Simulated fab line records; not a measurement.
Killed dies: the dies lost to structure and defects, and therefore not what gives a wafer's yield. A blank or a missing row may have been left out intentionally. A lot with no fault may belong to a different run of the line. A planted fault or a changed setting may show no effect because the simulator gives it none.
Which tool did it? -- flow n5Finfet -- 24 lots with 72 wafers sampled at 2 steps, on a route of 1938 steps

WHAT EACH GAUGE READ, for each wafer
N5_BEOL_M4_OCD_MEAS_38.
lot,measured,on,trenchDepthNm (nm)
L074,day 7 20:26,ocd-02,54.7 54.1 54.0
L075,day 7 21:11,ocd-02,56.3 54.3 56.2
L076,day 8 02:53,ocd-02,54.5 55.0 54.6
L077,day 8 12:05,ocd-02,54.1 56.1 55.6
L078,day 8 17:44,ocd-02,56.3 55.7 54.4
L079,day 8 23:23,ocd-02,54.9 54.9 54.2
L080,day 9 04:35,ocd-02,56.0 54.3 54.0
L083,day 10 22:30,ocd-02,53.5 54.5 56.5
L081,day 10 00:10,ocd-02,53.5 54.3 56.8
L082,day 11 09:59,ocd-02,53.8 54.0 55.0
L085,day 11 10:00,ocd-02,56.0 55.5 56.1
L084,day 11 17:01,ocd-01,54.0 56.5 54.4
L086,day 11 15:08,ocd-01,55.7 55.0 55.9
L087,day 11 17:08,ocd-01,53.9 54.1 52.7
L089,day 12 18:23,ocd-01,54.6 55.5 57.1
L090,day 13 10:23,ocd-02,54.4 54.9 52.9
L088,day 12 19:49,ocd-01,55.2 55.6 56.2
L091,day 12 23:16,ocd-02,54.8 54.0 57.1
L094,day 13 03:07,ocd-01,55.1 54.3 55.4
L093,day 13 16:24,ocd-02,54.6 57.1 54.6
L096,day 13 19:55,ocd-01,54.7 56.1 54.4
L092,day 14 01:12,ocd-02,55.5 54.3 55.2
L095,day 14 01:14,ocd-02,54.6 56.1 56.1
L097,day 14 08:54,ocd-01,54.1 55.9 55.6

EACH LOT AND THE TOOL THAT RAN IT (in order: tool; ch and the chambers of the sampled wafers; start)
lot,N5_BEOL_M3_SPUTTER_94
L074,"pvdSputter-01, day 7 08:50"
L075,"pvdSputter-02, day 7 13:52"
L076,"pvdSputter-01, day 7 14:05"
L077,"pvdSputter-02, day 8 02:10"
L078,"pvdSputter-01, day 8 02:26"
L079,"pvdSputter-03, day 8 10:23"
L080,"pvdSputter-03, day 8 19:40"
L083,"pvdSputter-03, day 9 15:46"
L081,"pvdSputter-01, day 9 15:56"
L082,"pvdSputter-03, day 9 20:52"
L085,"pvdSputter-02, day 10 02:54"
L084,"pvdSputter-03, day 10 06:37"
L086,"pvdSputter-02, day 10 11:31"
L087,"pvdSputter-03, day 10 20:23"
L089,"pvdSputter-02, day 11 17:12"
L090,"pvdSputter-01, day 12 08:50"
L088,"pvdSputter-02, day 12 13:37"
L091,"pvdSputter-03, day 12 17:23"
L094,"pvdSputter-03, day 12 19:13"
L093,"pvdSputter-01, day 12 22:35"
L096,"pvdSputter-03, day 12 23:13"
L092,"pvdSputter-02, day 13 02:00"
L095,"pvdSputter-02, day 13 09:58"
L097,"pvdSputter-02, day 13 22:22"
- N5_BEOL_M3_SPUTTER_94: material Cu, target thk 4.5 nm, time 8.29 s.

AS READ BY THE TOOLS THEMSELVES (means over the sampled wafers that have a number; for cases with no such wafer, the mark the record gives instead)
N5_BEOL_M3_SPUTTER_94.
lot,tool,throttleValvePct (%)
L074,pvdSputter-01,30.9
L075,pvdSputter-02,28.9
L076,pvdSputter-01,30.7
L077,pvdSputter-02,30.0
L078,pvdSputter-01,30.4
L079,pvdSputter-03,30.2
L080,pvdSputter-03,29.4
L083,pvdSputter-03,29.2
L081,pvdSputter-01,29.9
L082,pvdSputter-03,30.4
L085,pvdSputter-02,30.7
L084,pvdSputter-03,29.6
L086,pvdSputter-02,30.1
L087,pvdSputter-03,29.7
L089,pvdSputter-02,31.1
L090,pvdSputter-01,30.5
L088,pvdSputter-02,30.1
L091,pvdSputter-03,29.7
L094,pvdSputter-03,30.1
L093,pvdSputter-01,31.1
L096,pvdSputter-03,29.6
L092,pvdSputter-02,29.4
L095,pvdSputter-02,30.0
L097,pvdSputter-02,30.1

THE ANSWER, worked out from the rows above alone
Rule: usual is defined by the lots themselves. Put in order of their means at a reading, lots are off if they are a third of the lots or fewer, leave a main group of 4 or more, and stand apart from it by a gap of 3 or more times the standard deviation of the main group's means; of several such gaps the widest counts. A main group is skipped when, at the precision printed for the reading in the tables above, its means are all equal. A lot without any number at a reading at which 4 lots or more have one is off too. All remaining lots with rows at the step are treated as sound. After the gauges, taken in route order, come the tools' own readings; for these a lot's mean is taken, as printed above. At the first step where some lot is off, the reading lying furthest off is the one used; lots without a number count as furthest.
None of the lots is off at any reading shown; this tells nothing.

WHAT HAD BEEN PUT IN BY THE SIMULATOR
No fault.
